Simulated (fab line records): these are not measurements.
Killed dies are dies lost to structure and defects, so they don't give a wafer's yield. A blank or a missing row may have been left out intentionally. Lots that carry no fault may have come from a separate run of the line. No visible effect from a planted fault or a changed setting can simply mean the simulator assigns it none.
fab line records	flow n5Finfet
[record] lots = 10	wafers = 30	lastDay = 21
route steps=1938 shown BEOL_M7@1281
lots with no fault: from the same line, run without faults
startH: the number of hours between the record's first day and the start of the first shown wafer of the lot	waitH: time in hours since the lot's previous step	" unchanged from the row above	L1.1+2: one row covering several wafers at once	- no value, or no start was given	* or withheld: withheld	< > ~ a bound
route shown NAME@n: a module of which the file shows steps, and the number in the route of the first	usual: mean/standard deviation of fault-free wafers	same: alike in all rows	chamber/n: place in a boat	sites: per-site readings	_std_site: the values' standard deviation	_edge_site: outer sites' mean less inner sites'	radiusMm: for every site, how far away it sits from the centre of the wafer	mask NAME#n: copy n	behind: tool/chamber where the wafer was last shaped	hold: cause of the lot's hold/its duration in hours/its outcome	device: the transistor (n, p or np) that didn't switch	end of line: at the end of the route, the tests of the same wafers	a step without rows: its recipe alone	killed: dies that structure and defects cost at the first sort, which is not the same as the wafer's yield	map: a wafer's dies, marking killed ones x, the rest . and places with no die _
set.NAME: the run value of the setting; set.NAME@STEP: its run value at that earlier step	model.NAME: the simulator's own value behind a step, which no gauge read
the route's steps for a sample of lots (tables are steps, rows are wafers)
services: when a tool's chamber went out of use (startH, in hours from the record's first day, below 0 if earlier), for how many hours, and the reason
[[steps]]
[step N5_BEOL_M7_ETCH_62]
[recipe] chemistry = N2/H2	target = SOC	targetDepthA = 1100	overetchA = 220	maskMaterial = SiARC	tempC = 40	timeS = 165	ionEnergyEv = 200	pressureMtorr = 30	sourceW = 840	biasW = 150	n2FlowSccm = 200	h2FlowSccm = 200
[usual] drypumpMotorCurrentA = 5.6/0.5	oesProductAu = 0.67/0.073	rfVppV = 524.8/2.9	showerheadPlenumPTorr = 2.58/0.097	throttleValvePct = 17.9/0.31
lot.wafer	tool	chamber	startH	waitH	drypumpMotorCurrentA	oesProductAu	rfHoursCounterH	rfVppV	showerheadPlenumPTorr	throttleValvePct
L680.2	rieDiel-02	3	299.80	0.0	5.7	0.68	110	521.3	2.49	18.5
L680.4	"	2	"	"	5.0	0.60	245	526.8	2.61	17.9
L680.5	"	0	"	"	4.8	0.80	-	527.6	2.69	17.9
L682.3	rieDiel-05	3	310.67	0.0	5.7	0.61	200	519.8	2.42	17.8
L682.4	"	0	"	"	5.0	0.60	208	519.8	2.41	17.9
L682.6	"	2	"	"	6.1	0.63	-	526.4	2.67	18.1
L686.2	rieDiel-06	3	321.59	0.0	6.1	0.75	44	525.3	2.58	17.7
L686.3	"	1	"	"	5.6	0.66	125	527.7	2.64	17.4
L686.4	"	3	"	"	6.1	0.74	-	525.6	2.58	17.7
L681.3	rieDiel-05	3	334.44	0.0	5.8	0.60	206	519.7	2.42	17.8
L681.5	"	2	"	"	6.1	0.63	-	525.2	2.67	18.1
L681.6	"	3	"	"	5.7	0.61	-	519.6	2.42	17.8
L684.1	rieDiel-06	0	338.10	0.0	5.8	0.63	171	524.4	2.55	18.2
L684.4	"	2	"	"	5.5	0.81	5	521.4	2.48	17.3
L684.5	"	2	"	"	5.5	0.82	-	523.1	2.48	17.3
L683.2	rieDiel-02	3	338.27	0.0	5.7	0.68	125	521.6	2.48	18.6
L683.3	"	0	"	"	4.8	0.77	24	527.7	2.68	18.0
L683.6	"	1	"	"	6.4	0.66	-	528.3	2.66	17.7
L685.2	rieDiel-06	0	351.16	0.0	5.8	0.63	176	524.2	2.55	18.2
L685.3	"	2	"	"	5.6	0.80	10	522.3	2.48	17.3
L685.4	"	3	"	"	6.1	0.74	54	524.7	2.58	17.7
L687.1	rieDiel-02	1	383.15	0.0	6.4	0.65	140	526.3	2.65	17.7
L687.2	"	0	"	"	4.8	0.74	39	527.8	2.68	18.0
L687.6	"	0	"	"	4.8	0.75	-	527.0	2.68	18.0
L691.3	rieDiel-05	0	385.36	0.0	5.0	0.58	231	519.6	2.40	18.0
L691.4	"	3	"	"	5.8	0.60	224	519.9	2.41	17.9
L691.5	"	2	"	"	6.1	0.61	-	527.1	2.66	18.1
L697.4	rieDiel-02	0	424.45	0.0	4.8	0.73	50	528.7	2.67	18.0
L697.5	"	2	"	"	5.0	0.74	-	524.1	2.59	17.6
L697.6	"	3	"	"	5.7	0.65	-	521.3	2.47	18.6
[step N5_BEOL_M7_COAT_64]
[recipe] resist = SiARC	tempC = 220	timeS = 60	spinRpm = 1500	resistThkNm = 12
[usual] spinSpeedRpm = 1500.1/0.98
lot.wafer	tool	chamber	startH	waitH	spinSpeedRpm
L680.2	lithoTrack-04	0	303.07	-	1502.2
L680.4	"	0	"	"	1501.8
L680.5	"	0	"	"	1501.3
L682.3	lithoTrack-05	0	311.92	-	1499.5
L682.4	"	0	"	"	1499.8
L682.6	"	0	"	"	1501.0
L686.2	lithoTrack-02	0	324.54	-	1500.5
L686.3	"	0	"	"	1499.8
L686.4	"	0	"	"	1499.9
L681.3	lithoTrack-04	0	336.52	-	1501.0
L681.5	"	0	"	"	1499.9
L681.6	"	0	"	"	1500.6
L684.1	lithoTrack-02	0	338.62	-	1501.1
L684.4	"	0	"	"	1500.3
L684.5	"	0	"	"	1501.3
L683.2	lithoTrack-02	0	338.69	-	1500.6
L683.3	"	0	"	"	1500.8
L683.6	"	0	"	"	1500.5
L685.2	lithoTrack-02	0	352.94	-	1500.7
L685.3	"	0	"	"	1501.1
L685.4	"	0	"	"	1501.2
L687.1	lithoTrack-02	0	383.56	-	1542.1
L687.2	"	0	"	"	1542.4
L687.6	"	0	"	"	1543.0
L691.3	lithoTrack-02	0	387.92	-	1544.7
L691.4	"	0	"	"	1544.1
L691.5	"	0	"	"	1544.6
L697.4	lithoTrack-04	0	427.37	-	1500.6
L697.5	"	0	"	"	1500.2
L697.6	"	0	"	"	1501.7
[step N5_BEOL_M7_DESCUM_33]
[recipe] chemistry = O2	timeS = 7	sourcePowerW = 50	biasPowerW = 20	pressureMtorr = 20	rfFrequencyHz = 2.712e+07	tempC = 40	resist = CAR-EUV	o2FlowSccm = 225
[usual] drypumpMotorCurrentA = 5.6/0.44	oesProductAu = 0.78/0.09	rfVppV = 243.3/1.6	showerheadPlenumPTorr = 2.09/0.089	throttleValvePct = 20.42/0.22
lot.wafer	tool	chamber	startH	waitH	drypumpMotorCurrentA	oesProductAu	rfHoursCounterH	rfVppV	showerheadPlenumPTorr	throttleValvePct
L680.2	rieDiel-02	3	303.51	0.0	5.7	0.81	111	240.6	2.01	20.68
L680.4	"	0	"	"	4.8	0.95	12	244.9	2.24	20.70
L680.5	"	0	"	"	4.8	0.95	-	244.8	2.24	20.71
L682.3	rieDiel-05	2	312.32	0.0	6.1	0.75	163	245.4	2.18	20.34
L682.4	"	0	"	"	5.0	0.69	208	241.2	1.99	20.69
L682.6	"	2	"	"	6.1	0.75	-	245.8	2.18	20.33
L686.2	rieDiel-05	2	325.10	0.0	6.1	0.73	168	244.6	2.17	20.34
L686.3	"	1	"	"	5.6	0.68	244	244.2	2.11	20.43
L686.4	"	3	"	"	5.7	0.69	204	241.8	1.98	20.26
L681.3	rieDiel-02	3	336.91	0.0	5.7	0.80	124	242.3	2.00	20.69
L681.5	"	2	"	"	5.0	0.96	-	244.3	2.15	20.21
L681.6	"	3	"	"	5.7	0.81	-	241.7	2.00	20.69
L684.1	rieDiel-06	3	339.14	0.0	6.0	0.88	50	243.5	2.12	20.35
L684.4	"	0	"	"	5.8	0.75	172	243.1	2.05	20.46
L684.5	"	1	"	"	5.6	0.76	-	245.7	2.19	20.26
L683.2	rieDiel-05	2	339.18	0.0	6.1	0.73	172	244.3	2.17	20.34
L683.3	"	3	"	"	5.7	0.69	208	241.9	1.97	20.29
L683.6	"	3	"	"	5.7	0.69	-	239.6	1.97	20.30
L685.2	rieDiel-06	3	353.55	0.1	6.1	0.87	55	243.4	2.12	20.36
L685.3	"	1	"	"	5.5	0.75	137	243.2	2.19	20.27
L685.4	"	0	"	"	5.8	0.74	177	242.2	2.05	20.46
L687.1	rieDiel-05	0	384.11	0.2	5.0	0.68	230	239.7	1.99	20.72
L687.2	"	3	"	"	5.8	0.68	223	243.4	1.97	20.31
L687.6	"	0	"	"	5.0	0.69	-	240.9	1.99	20.73
L691.3	rieDiel-02	0	388.97	0.6	4.8	0.89	40	245.0	2.23	20.74
L691.4	"	2	"	"	5.0	0.91	19	244.7	2.15	20.23
L691.5	"	1	"	"	6.4	0.77	-	244.3	2.21	20.55
L697.4	rieDiel-05	2	427.89	0.0	6.1	0.71	201	244.3	2.16	20.40
L697.5	"	3	"	"	5.7	0.67	-	242.3	1.96	20.33
L697.6	"	0	"	"	5.0	0.68	-	240.2	1.98	20.74
[step N5_BEOL_M7_ETCH_72]
[recipe] chemistry = N2/H2	target = underlayer	targetDepthA = 65	maskMaterial = CAR-EUV	timeS = 5.2	ionEnergyEv = 200	pressureMtorr = 30	sourceW = 840	biasW = 150	n2FlowSccm = 200	h2FlowSccm = 200	ends = cleared
[usual] drypumpMotorCurrentA = 5.6/0.44	etchRfOnTimeS = 5.23/0.18	oesProductAu = 0.67/0.076	rfVppV = 524/3.1	showerheadPlenumPTorr = 2.55/0.098	throttleValvePct = 17.9/0.32
lot.wafer	tool	chamber	startH	waitH	drypumpMotorCurrentA	etchRfOnTimeS	oesProductAu	rfHoursCounterH	rfVppV	showerheadPlenumPTorr	throttleValvePct
L680.2	rieDiel-02	3	303.54	0.0	5.7	5.39	0.67	111	521	2.49	18.5
L680.4	"	0	"	"	4.8	5.08	0.81	12	527	2.69	18.0
L680.5	"	0	"	"	4.8	5.09	0.81	-	528	2.69	18.0
L682.3	rieDiel-05	2	312.35	0.0	6.1	5.11	0.65	163	526	2.67	18.1
L682.4	"	0	"	"	5.0	5.26	0.59	208	519	2.41	18.0
L682.6	"	2	"	"	6.1	5.11	0.63	-	525	2.67	18.1
L686.2	rieDiel-05	2	325.14	0.0	6.1	5.16	0.63	168	525	2.67	18.1
L686.3	"	1	"	"	5.6	5.43	0.57	244	525	2.62	18.2
L686.4	"	3	"	"	5.7	5.21	0.62	204	518	2.42	17.9
L681.3	rieDiel-02	3	336.95	0.0	5.7	5.48	0.66	124	522	2.48	18.5
L681.5	"	2	"	"	5.1	5.37	0.82	-	524	2.60	17.6
L681.6	"	3	"	"	5.7	5.49	0.66	-	522	2.48	18.5
L684.1	rieDiel-06	3	339.17	0.0	6.1	4.80	0.77	50	528	2.58	17.8
L684.4	"	0	"	"	5.8	5.29	0.63	172	524	2.55	18.3
L684.5	"	1	"	"	5.5	5.22	0.65	-	526	2.64	17.5
L683.2	rieDiel-05	2	339.22	0.0	6.1	5.11	0.64	172	526	2.67	18.1
L683.3	"	3	"	"	5.8	5.15	0.61	208	520	2.42	17.9
L683.6	"	3	"	"	5.8	5.12	0.62	-	521	2.42	17.9
L685.2	rieDiel-06	3	353.59	0.0	6.0	4.88	0.77	55	524	2.58	17.8
L685.3	"	1	"	"	5.5	5.29	0.66	137	528	2.63	17.5
L685.4	"	0	"	"	5.8	5.40	0.62	177	522	2.55	18.2
L687.1	rieDiel-05	0	384.14	0.0	5.0	5.33	0.58	230	521	2.40	18.0
L687.2	"	3	"	"	5.7	5.26	0.61	223	519	2.41	17.9
L687.6	"	0	"	"	5.0	5.26	0.59	-	520	2.40	18.0
L691.3	rieDiel-02	0	389.00	0.0	4.8	5.10	0.75	40	528	2.68	18.0
L691.4	"	2	"	"	5.0	5.37	0.76	19	524	2.60	17.6
L691.5	"	1	"	"	6.4	5.45	0.64	-	526	2.65	17.8
L697.4	rieDiel-05	2	427.92	0.0	6.1	5.14	0.60	201	525	2.66	18.1
L697.5	"	3	"	"	5.7	5.16	0.59	-	520	2.41	17.9
L697.6	"	0	"	"	5.0	5.23	0.58	-	521	2.39	18.1
[[services]]
tool	chamber	startH	hours	kind
rieDiel-05	0	278.72	5.3	repair
rieDiel-06	0	285.76	6.9	repair
rieDiel-06	2	292.73	-	clean
rieDiel-06	2	292.73	-	consumableReplace:focusRing
rieDiel-06	2	292.73	33.7	scheduledDown
rieDiel-06	2	292.73	33.7	ventCycle
lithoTrack-05	-	315.72	-	consumableReplace:filter
rieDiel-02	2	317.30	-	clean
rieDiel-02	2	317.30	-	consumableReplace:focusRing
rieDiel-02	2	317.30	12.3	scheduledDown
rieDiel-02	2	317.30	12.3	ventCycle
lithoTrack-02	-	333.18	-	consumableReplace:filter
rieDiel-05	0	344.40	2.8	repair
rieDiel-05	1	347.18	-	clean
rieDiel-05	1	347.18	-	consumableReplace:esc
rieDiel-05	1	347.18	-	consumableReplace:focusRing
rieDiel-05	1	347.18	37.7	scheduledDown
rieDiel-05	1	347.18	37.7	ventCycle
rieDiel-02	1	367.74	5.0	repair
rieDiel-06	0	401.30	8.8	repair
rieDiel-06	0	411.47	6.5	repair
rieDiel-02	2	417.51	2.8	repair
[[key]]
[firstSign] step = N5_BEOL_M7_COAT_64	reading = spinSpeedRpm	direction = up	sigmas = 44	usual = *	struck = *
effect none on later readings
metAt N5_BEOL_M7_COAT_64
struckLots L687,L691
notActingAt N5_BEOL_M7_ETCH_62,N5_BEOL_M7_DESCUM_33,N5_BEOL_M7_ETCH_72
onsetBetween 352.94 383.56
[fault] kind = processParameterDrift	tool = lithoTrack-02	chamber = -	onsetH = 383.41	steps = N5_BEOL_M7_COAT_64	channel = spinRpm	offset = *	shape = step	endH = 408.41	actsIn = *	stated = *
